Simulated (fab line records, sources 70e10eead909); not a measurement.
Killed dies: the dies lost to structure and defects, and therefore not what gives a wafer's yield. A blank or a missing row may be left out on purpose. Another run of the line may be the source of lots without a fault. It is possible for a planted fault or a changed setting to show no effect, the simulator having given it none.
Matching of chambers :: flow nand_harc :: rie_diel-13 running NHARC_A_STAIRCASE_DESCUM_443: 4 sister chambers
The step chemistry O2, time 3 s. 16 wafers are shown with their chamber, then 8 later ones without.

WAFERS PAIRED WITH THEIR CHAMBERS
wafer: L074.1
chamber: 3
showerhead_plenum_p_Torr (Torr): 1.90
rf_vpp_V (V): 56.8
oes_product_au (a.u.): 1.010

wafer: L074.4
chamber: 2
showerhead_plenum_p_Torr (Torr): 1.83
rf_vpp_V (V): 58.6
oes_product_au (a.u.): 1.002

wafer: L074.5
chamber: 2
showerhead_plenum_p_Torr (Torr): 1.83
rf_vpp_V (V): 59.3
oes_product_au (a.u.): 1.006

wafer: L076.3
chamber: 1
showerhead_plenum_p_Torr (Torr): 2.05
rf_vpp_V (V): 58.0
oes_product_au (a.u.): 1.002

wafer: L076.4
chamber: 3
showerhead_plenum_p_Torr (Torr): 1.90
rf_vpp_V (V): 56.8
oes_product_au (a.u.): 1.002

wafer: L076.5
chamber: 1
showerhead_plenum_p_Torr (Torr): 2.05
rf_vpp_V (V): 58.9
oes_product_au (a.u.): 1.002

wafer: L078.1
chamber: 0
showerhead_plenum_p_Torr (Torr): 1.96
rf_vpp_V (V): 57.7
oes_product_au (a.u.): 0.993

wafer: L078.2
chamber: 2
showerhead_plenum_p_Torr (Torr): 1.82
rf_vpp_V (V): 57.0
oes_product_au (a.u.): 0.993

wafer: L078.6
chamber: 2
showerhead_plenum_p_Torr (Torr): 1.82
rf_vpp_V (V): 57.0
oes_product_au (a.u.): 0.998

wafer: L080.1
chamber: 0
showerhead_plenum_p_Torr (Torr): 1.95
rf_vpp_V (V): 58.2
oes_product_au (a.u.): 0.997

wafer: L080.2
chamber: 3
showerhead_plenum_p_Torr (Torr): 1.89
rf_vpp_V (V): 57.5
oes_product_au (a.u.): 1.000

wafer: L080.6
chamber: 3
showerhead_plenum_p_Torr (Torr): 1.89
rf_vpp_V (V): 57.7
oes_product_au (a.u.): 0.994

wafer: L084.1
chamber: 3
showerhead_plenum_p_Torr (Torr): 1.89
rf_vpp_V (V): 58.0
oes_product_au (a.u.): 1.015

wafer: L084.2
chamber: 2
showerhead_plenum_p_Torr (Torr): 1.82
rf_vpp_V (V): 58.3
oes_product_au (a.u.): 1.000

wafer: L084.4
chamber: 0
showerhead_plenum_p_Torr (Torr): 1.95
rf_vpp_V (V): 58.4
oes_product_au (a.u.): 1.013

wafer: L085.1
chamber: 2
showerhead_plenum_p_Torr (Torr): 1.82
rf_vpp_V (V): 56.2
oes_product_au (a.u.): 0.992

SIGNATURES (averages over the wafers above)
reading: showerhead_plenum_p_Torr
chamber 0: 1.9533
chamber 1: 2.0500
chamber 2: 1.8233
chamber 3: 1.8940
scatter within a chamber: 0.00516

reading: rf_vpp_V
chamber 0: 58.100
chamber 1: 58.450
chamber 2: 57.733
chamber 3: 57.360
scatter within a chamber: 0.856

reading: oes_product_au
chamber 0: 1.00100
chamber 1: 1.00200
chamber 2: 0.99850
chamber 3: 1.00420
scatter within a chamber: 0.00733
Rule: distance of a wafer from a chamber = root of the sum over the readings of ((wafer's reading minus chamber's mean) / reading's scatter) squared. If the next closest chamber is less than 2 further off than the closest, the wafer can't be placed; otherwise it belongs to the closest. The scatter is the square root of a quotient: the sum, over the shown wafers, of each reading's squared deviation from its chamber's mean, divided by wafers minus chambers.

WAFERS WITHOUT THEIR CHAMBER
wafer: L085.3
showerhead_plenum_p_Torr (Torr): 2.04
rf_vpp_V (V): 58.8
oes_product_au (a.u.): 0.986

wafer: L085.5
showerhead_plenum_p_Torr (Torr): 1.89
rf_vpp_V (V): 57.2
oes_product_au (a.u.): 1.008

wafer: L091.3
showerhead_plenum_p_Torr (Torr): 1.81
rf_vpp_V (V): 55.8
oes_product_au (a.u.): 1.010

wafer: L091.5
showerhead_plenum_p_Torr (Torr): 1.89
rf_vpp_V (V): 57.4
oes_product_au (a.u.): 1.008

wafer: L091.6
showerhead_plenum_p_Torr (Torr): 1.82
rf_vpp_V (V): 57.4
oes_product_au (a.u.): 1.003

wafer: L093.2
showerhead_plenum_p_Torr (Torr): 2.04
rf_vpp_V (V): 56.7
oes_product_au (a.u.): 1.002

wafer: L093.4
showerhead_plenum_p_Torr (Torr): 1.95
rf_vpp_V (V): 59.5
oes_product_au (a.u.): 1.002

wafer: L093.6
showerhead_plenum_p_Torr (Torr): 1.89
rf_vpp_V (V): 57.0
oes_product_au (a.u.): 1.009

WHICH CHAMBER EACH WENT THROUGH
wafer: L085.3
from the rows above: 1
in truth: 1

wafer: L085.5
from the rows above: 3
in truth: 3

wafer: L091.3
from the rows above: 2
in truth: 2

wafer: L091.5
from the rows above: 3
in truth: 3

wafer: L091.6
from the rows above: 2
in truth: 2

wafer: L093.2
from the rows above: 1
in truth: 1

wafer: L093.4
from the rows above: 0
in truth: 0

wafer: L093.6
from the rows above: 3
in truth: 3
Correct placement for 8 of the 8. Can't be placed from these rows: 0. Number placed wrongly: 0.
